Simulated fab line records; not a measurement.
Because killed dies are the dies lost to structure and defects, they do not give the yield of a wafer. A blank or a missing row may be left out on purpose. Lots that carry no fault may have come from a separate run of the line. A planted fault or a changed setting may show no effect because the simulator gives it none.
Code-filled problem report in 8D (eight disciplines) form	flow nandHarc	the parts of the form that need people (team, actions taken, sign-off) are left out

== 1. THE ISSUE ==
Wafers with no fault read 26 with a standard deviation of 8.9, whereas killedDies at NHARC_END_SORT_01 reads a mean of 67 on 1 wafer of 1 lot. That puts it +4.6 standard deviations away from the usual mean.
First seen on wafer L617.4, day 23 02:58, on prober-02. At this step, 15 wafers from 5 lots have a number in the record. By rule, "out" or "out of limits" means more than 4 standard deviations away from the usual mean. All remaining wafers that have a number are taken as sound.

== 2. WHAT THIS IS AND IS NOT ==
question	is	is not
which readings at this step	killedDies, killedAtArray	killedAtOther, killedAtPeriphery, killedOpen, killedShort
which lots	L617	L622, L623, L624, L626
which wafers of those lots	L617.4	L617.1, L617.3
read on which gauges	prober-02	prober-01
when	from day 23 02:58	up to then (2 sound wafers); but 12 sound wafers of L622, L623, L624, L626 came after

== 3. THE SUSPECTS, EACH WITH WHAT RULES IT OUT ==
Counting: if a tool at a process step up to the reading ran every lot that is out, it stays a suspect. Sound lots after the first of them don't rule it out here, since some wafers of a struck lot are sound.
- the gauge at NHARC_END_SORT_01: kept. All the wafers that are out were read on prober-02, and no step on other tools shows them out.
- rieDiel-08 at NHARC_A_SGD_CUT_STRIP_60 (strips in C4F8/O2/Ar): kept. It ran the lot that is out, L617 (day 16 21:58).
- pecvd-01 at NHARC_THIN_TSV_DEP_47 (deposits SiO2, target thk 200 nm): kept. It ran the lot that is out, L617 (day 22 11:34).
- pvdSputter-03 at NHARC_THIN_TSV_PVD_51 (deposits Cu, target thk 100 nm): kept. It ran the lot that is out, L617 (day 22 14:28). NHARC_THIN_TSV_PVD_51 gives no start for some lots, so the hours and the order of its lots are those of NHARC_THIN_TSV_DEGAS_53.
- pvdSputter-02 at NHARC_THIN_TSV_DEGAS_53 (time 60 s): kept. It ran the lot that is out, L617 (day 22 14:28).
- Within pecvd-01 at NHARC_THIN_TSV_DEP_47: the wafers that are out ran in chamber 0; their sound lot-mates ran in chambers 1, 2.
Left after counting: rieDiel-08 at NHARC_A_SGD_CUT_STRIP_60, pecvd-01 at NHARC_THIN_TSV_DEP_47, pvdSputter-03 at NHARC_THIN_TSV_PVD_51, pvdSputter-02 at NHARC_THIN_TSV_DEGAS_53, prober-02 at NHARC_END_SORT_01.

== 4. THE CAUSE (what the simulator had put in) ==
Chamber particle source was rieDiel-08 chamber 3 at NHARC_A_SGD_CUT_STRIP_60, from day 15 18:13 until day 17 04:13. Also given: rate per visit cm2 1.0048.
Counting leaves 5 suspects; this tool is one of them.

== 5. THE EFFECT CHAIN, in route order ==
Rows list readings where the struck wafers' mean (over those with a number) sits beyond 3 standard deviations from the usual. Readings are gone through only where the record gives a usual standard deviation; hours: the median, over the lots, of the time from a lot's start at the first step in this table giving one to that lot's start at this step; sigmas: the change measured in usual standard deviations.
hours	step	reading	usual	on struck wafers	change	sigmas
0	NHARC_END_SORT_01	killedAtArray	21	61	+40	+4.5
0	NHARC_END_SORT_01	killedDies	26	67	+41	+4.6

== 6. HOW IT WOULD HAVE BEEN CAUGHT EARLIER ==
The first out-of-limits reading at a measuring or inspecting step in this record came at day 23 02:58, 177 hours after the fault's start at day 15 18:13.
All the lots that are out (1) had begun NHARC_A_SGD_CUT_STRIP_60 on rieDiel-08 by day 23 02:58. A hold on the tool at that time would have spared none of them.
